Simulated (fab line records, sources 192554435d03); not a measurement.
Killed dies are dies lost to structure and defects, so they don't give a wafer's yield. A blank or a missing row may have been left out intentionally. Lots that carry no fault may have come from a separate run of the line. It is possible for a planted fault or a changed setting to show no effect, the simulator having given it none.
Split-lot study :: flow n5Finfet :: 21 wafers read across 7 lots, on a route 1938 steps long

## SPLIT DETAILS
At N5_MOL_CONTACT_COAG_ETCH_110 (etches Si in CF4/O2, target depth 2.5 nm, time 8 s), the setting biasW was moved away from the recipe's 12 W on 6 of the 21 wafers read, by -14.9% to +7.2%. For the rest of the wafers, this setting stayed at what the recipe calls for.

The reading is taken at the split's own step.

## THE READING
rfVppV, in V, at N5_MOL_CONTACT_COAG_ETCH_110 (etches Si in CF4/O2, target depth 2.5 nm, time 8 s). Fault-free wafers of this fab line usually give 127 V, standard deviation 3.8 V.

wafer: L074.2
tool, chamber at the split: rieDiel-01, 2
biasW as run, W: 12
against the recipe: recipe
rfVppV, V: 125
against lot-mates on the recipe: -

wafer: L074.3
tool, chamber at the split: rieDiel-01, 3
biasW as run, W: 10.21
against the recipe: -14.9%
rfVppV, V: 113
against lot-mates on the recipe: -10

wafer: L074.4
tool, chamber at the split: rieDiel-01, 1
biasW as run, W: 12
against the recipe: recipe
rfVppV, V: 121
against lot-mates on the recipe: -

wafer: L085.2
tool, chamber at the split: rieDiel-01, 1
biasW as run, W: 11.15
against the recipe: -7.1%
rfVppV, V: 114
against lot-mates on the recipe: -15

wafer: L085.3
tool, chamber at the split: rieDiel-01, 3
biasW as run, W: 12
against the recipe: recipe
rfVppV, V: 129
against lot-mates on the recipe: -

wafer: L085.4
tool, chamber at the split: rieDiel-01, 2
biasW as run, W: 11.15
against the recipe: -7.1%
rfVppV, V: 116
against lot-mates on the recipe: -13

wafer: L086.1
tool, chamber at the split: rieDiel-03, 0
biasW as run, W: 12
against the recipe: recipe
rfVppV, V: 129
against lot-mates on the recipe: -

wafer: L086.4
tool, chamber at the split: rieDiel-03, 2
biasW as run, W: 12
against the recipe: recipe
rfVppV, V: 130
against lot-mates on the recipe: -

wafer: L086.6
tool, chamber at the split: rieDiel-03, 3
biasW as run, W: 12
against the recipe: recipe
rfVppV, V: 134
against lot-mates on the recipe: -

wafer: L088.3
tool, chamber at the split: rieDiel-01, 1
biasW as run, W: 10.56
against the recipe: -12.0%
rfVppV, V: 112
against lot-mates on the recipe: -12

wafer: L088.4
tool, chamber at the split: rieDiel-01, 0
biasW as run, W: 12
against the recipe: recipe
rfVppV, V: 126
against lot-mates on the recipe: -

wafer: L088.5
tool, chamber at the split: rieDiel-01, 1
biasW as run, W: 12
against the recipe: recipe
rfVppV, V: 121
against lot-mates on the recipe: -

wafer: L091.1
tool, chamber at the split: rieDiel-01, 0
biasW as run, W: 12
against the recipe: recipe
rfVppV, V: 126
against lot-mates on the recipe: -

wafer: L091.4
tool, chamber at the split: rieDiel-01, 3
biasW as run, W: 12
against the recipe: recipe
rfVppV, V: 130
against lot-mates on the recipe: -

wafer: L091.5
tool, chamber at the split: rieDiel-01, 2
biasW as run, W: 12
against the recipe: recipe
rfVppV, V: 126
against lot-mates on the recipe: -

wafer: L092.3
tool, chamber at the split: rieDiel-01, 0
biasW as run, W: 12
against the recipe: recipe
rfVppV, V: 127
against lot-mates on the recipe: -

wafer: L092.5
tool, chamber at the split: rieDiel-01, 3
biasW as run, W: 12.82
against the recipe: +6.8%
rfVppV, V: 136
against lot-mates on the recipe: +10

wafer: L092.6
tool, chamber at the split: rieDiel-01, 0
biasW as run, W: 12
against the recipe: recipe
rfVppV, V: 126
against lot-mates on the recipe: -

wafer: L095.2
tool, chamber at the split: rieDiel-03, 3
biasW as run, W: 12
against the recipe: recipe
rfVppV, V: 133
against lot-mates on the recipe: -

wafer: L095.3
tool, chamber at the split: rieDiel-03, 1
biasW as run, W: 12.86
against the recipe: +7.2%
rfVppV, V: 137
against lot-mates on the recipe: +5

wafer: L095.5
tool, chamber at the split: rieDiel-03, 2
biasW as run, W: 12
against the recipe: recipe
rfVppV, V: 131
against lot-mates on the recipe: -

THE FIT
A straight line over all 21 wafers: rfVppV changes by +1.24 V for each +1% of biasW; r = +0.88; the points scatter about the line by 3.6 V.
The same after taking each lot's own level away (the mean of its wafers on the recipe; 21 wafers): +1.02 V for each +1%; r = +0.87; scatter 3.1 V.
The reading moves by 15 V for the largest change in biasW, on that fit.
The span of the lots' own levels, 123.0 to 132.0 V, comes to 2.4 times the standard deviation stated above.
Hence the slope depends on the lot-to-lot level, as the two fits are not the same.
Check: for one of the wafers moved furthest among these (-14.9%), held out of the fit, the line's prediction against its lot-mates is -19.3 V. Against them it came out at -10 V.
Tool readings at the split's step, against how far the setting was moved: rfVppV r = +0.88.

## FILE'S OWN FIT
rfVppV changes by +0.961 V for each +1% of biasW, r = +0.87.
